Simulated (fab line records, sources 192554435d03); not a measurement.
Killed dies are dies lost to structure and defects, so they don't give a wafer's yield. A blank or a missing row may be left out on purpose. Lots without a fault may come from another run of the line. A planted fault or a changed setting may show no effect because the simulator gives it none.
A struck lot beside a sound one | flow n5_finfet | 40 steps out of a route of 1938
Sound: wafers L437.1, L437.4, L437.6. Struck: wafer L430.6. (L430.1, L430.5 of the same lot were not struck and are left out.) The cause comes at the end.
At each step with rows: each side's tool, then ch and its chambers, then its first start. Under that, the readings that differ: sound wafers | struck wafers | difference of the means | sigmas: that difference in standard deviations of wafers without a fault.
alike: readings whose means differ by less than 2 such deviations, and words and numbers that are the same on both sides. not compared: withheld readings, readings that some wafer has no value for, bounds like >300 that may hide the same value, and numbers for which the record gives no deviation and whose values overlap.
The two part at a step that has a row with sigmas, a row that says differs or no value, or rows on one side only. Numbers that don't overlap but have no deviation are shown without sigmas and don't part them. A reading that every wafer of one side lacks parts them only if that side has two wafers or more.

first, 9 steps without rows for these wafers: N5_BEOL_M5_DESCUM_33 (chemistry O2, time 7 s); N5_BEOL_M5_ETCH_75 (etches underlayer in N2/H2, target depth 6.5 nm, time 5.2 s); N5_BEOL_M5_ETCH_67 (etches SiARC in CF4, target depth 15.6 nm, time 26 s); N5_BEOL_M5_ETCH_68 (etches SOC in N2/H2, target depth 80 nm, overetch 16 nm, time 120 s); N5_BEOL_M5_STRIP_69 (strips in N2/H2); N5_BEOL_M5_STRIP_76 (strips in N2/H2); N5_BEOL_M5_VIA_ETCH_34 (etches SiCOH lowk in C4F6/O2, target depth 88.3 nm, time 39.2 s); N5_BEOL_M5_STRIP_85 (strips in C4F6/O2); N5_BEOL_M5_STRIP_36 (strips in N2/H2).
N5_BEOL_M5_TRENCH_ETCH_37: etches SiCOH lowk in C4F6/O2, target depth 71.652 nm, time 24.7 s.
  sound on rie_diel-05 ch 1,2,3, day 13 04:00; struck on rie_diel-06 ch 0, day 11 18:56
  reading                             | sound             | struck | difference | sigmas
  model.etch.depth_nm (nm)            | 71.17 71.86 70.39 | 80.08  | +8.94      |
  model.BEOL_M5.feature_depth_nm (nm) | 71.2 71.8 70.4    | 80     | +9         |
  alike: O2_flow_sccm, drypump_motor_current_A, oes_product_au, rf_vpp_V, showerhead_plenum_p_Torr, throttle_valve_pct
  not compared: rf_hours_counter_h
then, 2 steps without rows for these wafers: N5_BEOL_M5_ETCH_41 (etches SiCN in CH3F/O2, target depth 31.5 nm, time 56.7 s); N5_BEOL_M5_STRIP_91 (strips in N2/H2, time 10 s).
N5_BEOL_M5_OCD_MEAS_38:
  sound on ocd-01, day 13 04:09; struck on ocd-02, day 11 19:05
  reading              | sound          | struck | difference | sigmas
  trench_depth_nm (nm) | 71.2 71.6 70.8 | 80.3   | +9.1       | +8
then, 21 steps without rows for these wafers: N5_BEOL_M5_HM_STRIP_39 (strips TiN in peroxide tin strip, target depth 25 nm, time 158 s); N5_BEOL_M5_SRD_40 (time 30 s); N5_BEOL_M5_PRECLEAN_42 (cleans in residue remover, time 60 s); N5_BEOL_M5_SRD_43 (time 30 s); N5_BEOL_M5_CURE_80 (cures SiCOH lowk, time 120 s); N5_BEOL_M5_DEGAS_44 (time 60 s); N5_BEOL_M5_PRE_CLEAN_45 (time 30 s); N5_BEOL_M5_ALD_86 (deposits TaN, pulse time 2 s, purge time 3 s, co reactant purge time 2 s); N5_BEOL_M5_SURFACE_TREAT_87; N5_BEOL_M5_CVD_47 (deposits Co from CCTBA/H2, target thk 3 nm, time 216 s); N5_BEOL_M5_SPUTTER_48 (material Cu, target thk 15 nm, time 27.62 s); N5_BEOL_M5_ANNEAL_49 (time 1800 s); N5_BEOL_M5_SPUTTER_81 (material Cu, target thk 15 nm, time 27.62 s); N5_BEOL_M5_ANNEAL_82 (time 1800 s); N5_BEOL_M5_SPUTTER_83 (material Cu, target thk 15 nm, time 27.62 s); N5_BEOL_M5_ANNEAL_84 (time 1800 s); N5_BEOL_M5_SPUTTER_88 (material Cu, target thk 15 nm, time 27.62 s); N5_BEOL_M5_ANNEAL_89 (time 1800 s); N5_BEOL_M5_SPUTTER_90 (material Cu, target thk 4.5 nm, time 8.29 s); N5_BEOL_M5_ECD_50 (material Cu, target thk 300 nm); N5_BEOL_M5_ANNEAL_51 (time 90 s).
N5_BEOL_M5_CMP_52: polishes, stops on SiCOH lowk, t overpolish 6.9 s, target thk 62 nm.
  sound on cmp-03 ch 0,2, day 13 11:03; struck on cmp-02 ch 0, day 12 02:07
  reading                                | sound             | struck | difference | sigmas
  overpolish_run_s (s)                   | 6.911 6.895 6.913 | 6.884  | -0.022     | -2
  model.Cu_of_BEOL_M5_ECD_50.thk_nm (nm) | 60.4 62 60.4      | 68.6   | +7.7       |
  alike: barrier_field_endpoint_s, motor_current_A, time_to_endpoint_s
N5_BEOL_M5_THK_MEAS_53: measures by xrf.
  sound on film_metro-02, day 13 11:20; struck on film_metro-02, day 12 02:25
  reading     | sound          | struck | difference | sigmas
  M5_THK (nm) | 62.3 64.0 62.1 | 70.1   | +7.3       | +4
then, 2 steps without rows for these wafers: N5_BEOL_M5_PRE_CLEAN_77 (time 15 s); N5_BEOL_M5_CO_CAP_78 (material Co, precursor CCTBA/H2, target thk 2 nm, time 102.1 s).
N5_BEOL_M5_RS_MEAS_57: measures by four-point-probe.
  sound on film_metro-02, day 13 11:38; struck on film_metro-01, day 12 02:40
  reading        | sound             | struck | difference | sigmas
  M5_RS (ohm/sq) | 0.398 0.386 0.398 | 0.341  | -0.053     | -4
-- the record jumps here: 3 days lie between the struck wafers' starts before and after (it left off in module BEOL_M5 and takes up again in module BEOL_M15, whose first step shown is number 1830 of the route) --
N5_BEOL_M15_RC_MEAS_101:
  sound on prober-02 ch 0, day 17 00:13; struck on prober-02 ch 0, day 15 09:28
  reading                   | sound             | struck | difference | sigmas
  SERP_M13 (ohm/um)         | 0.308 0.301 0.308 | 0.318  | +0.012     | +2
  SERP_M5 (ohm/um)          | 39.8 39.4 39.9    | 34.6   | -5.1       | -4
  SERP_M5_max_site (ohm/um) | 41.8 41.3 40.7    | 36.0   | -5.3       | -3
  alike: COMB_M10, COMB_M11, COMB_M12, COMB_M13, COMB_M14, COMB_M15, COMB_M5, COMB_M6, COMB_M6_max_site, COMB_M7, COMB_M8, COMB_M9, SERP_M10, SERP_M11, SERP_M11_max_site, SERP_M12, SERP_M13_max_site, SERP_M14, SERP_M6, SERP_M7, SERP_M7_max_site, SERP_M8, SERP_M9

WHERE THEY PART
First at N5_BEOL_M5_OCD_MEAS_38; last, within this record, at N5_BEOL_M15_RC_MEAS_101.

WHY: what the simulator had put in
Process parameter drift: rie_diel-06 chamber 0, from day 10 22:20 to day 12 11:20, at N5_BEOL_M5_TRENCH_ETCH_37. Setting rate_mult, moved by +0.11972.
